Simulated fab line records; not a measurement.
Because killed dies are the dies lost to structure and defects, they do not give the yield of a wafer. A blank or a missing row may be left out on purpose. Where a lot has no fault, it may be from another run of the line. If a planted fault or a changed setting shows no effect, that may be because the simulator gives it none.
Code-filled problem report in 8D (eight disciplines) form || flow nand-harc || the parts of the form that need people (team, actions taken, sign-off) are left out

1. THE ISSUE
heater-power-total-W at NHARC_A_CONTACT_SOFTBAKE_03 reads a mean of 209.13 W on 6 wafers of 2 lots; wafers without a fault read 188.45 W with a standard deviation of 0.12. So: +99 or more standard deviations from the usual mean.
The step: time 55 s.
First observed at day 20 12:00: wafer L313.1, on litho-track-04. Wafers with a number at this step in the record: 39, from 13 lots. Rule for "out", or "out of limits": more than 4 standard deviations from the usual mean. Any other wafer with a number is counted as sound.

2. WHAT IT IS, WHAT IT ISN'T
{"question": "which readings at this step", "is": "heater-power-total-W", "is not": "-"}
{"question": "which lots", "is": "L313, L314", "is not": "L298, L300, L302, L304, L305, L306, L308, L312, L317, L318, L320"}
{"question": "which wafers of those lots", "is": "all that have a number", "is not": "-"}
{"question": "read on which tools", "is": "litho-track-04", "is not": "litho-track-01, litho-track-06"}
{"question": "when", "is": "from day 20 12:00", "is not": "up to then (24 sound wafers); but 9 sound wafers of L317, L318, L320 came after"}

3. SUSPECTS, AND WHAT RULES EACH OUT
Counting: any tool at a process step up to the reading is kept as a suspect provided that every lot that is out went through it and no sound lot did after the first of them.
- rie-diel-01 at NHARC_A_CONTACT_ETCH_75 (etches the open film in CF4, target depth 39 nm, time 65 s): ruled out as a lasting fault. After its first lot that is out, L313 (day 20 05:20), sound lots L317 ran on it.
- litho-track-04 at NHARC_A_CONTACT_SOFTBAKE_03 (time 55 s): kept. All lots that are out passed through it, beginning with L313 at day 20 12:00, and no sound lot followed; its final sound lot before that point was L306 at day 18 23:00. On those wafers its own readings are out: heater-power-total-W.
After counting, what remains is litho-track-04 at NHARC_A_CONTACT_SOFTBAKE_03.

4. THE CAUSE (what the simulator had put in)
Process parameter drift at NHARC_A_CONTACT_SOFTBAKE_03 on litho-track-04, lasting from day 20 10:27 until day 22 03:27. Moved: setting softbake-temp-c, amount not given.
The count eliminated every tool but this one.

5. THE EFFECT CHAIN, in route order
Each row: a reading where the mean over the struck wafers with a number is more than 3 standard deviations away from the usual. Only readings for which the record gives a usual standard deviation are gone through. hours: the time from each lot's start at the first step in this table that gives one to its start at this step, as a median over the lots. sigmas: the change in usual standard deviations.
{"hours": 0, "step": "NHARC_A_CONTACT_SOFTBAKE_03", "reading": "heater-power-total-W", "usual": "188.45 W", "on struck wafers": 209.13, "change": "+20.68", "sigmas": "+99 or more"}
It contains these process steps:
- NHARC_A_CONTACT_SOFTBAKE_03: time 55 s.

6. WHAT WOULD HAVE CAUGHT IT SOONER
2 hours passed between the start of the fault at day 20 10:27 and the first reading out of limits in this record, taken at day 20 12:00.
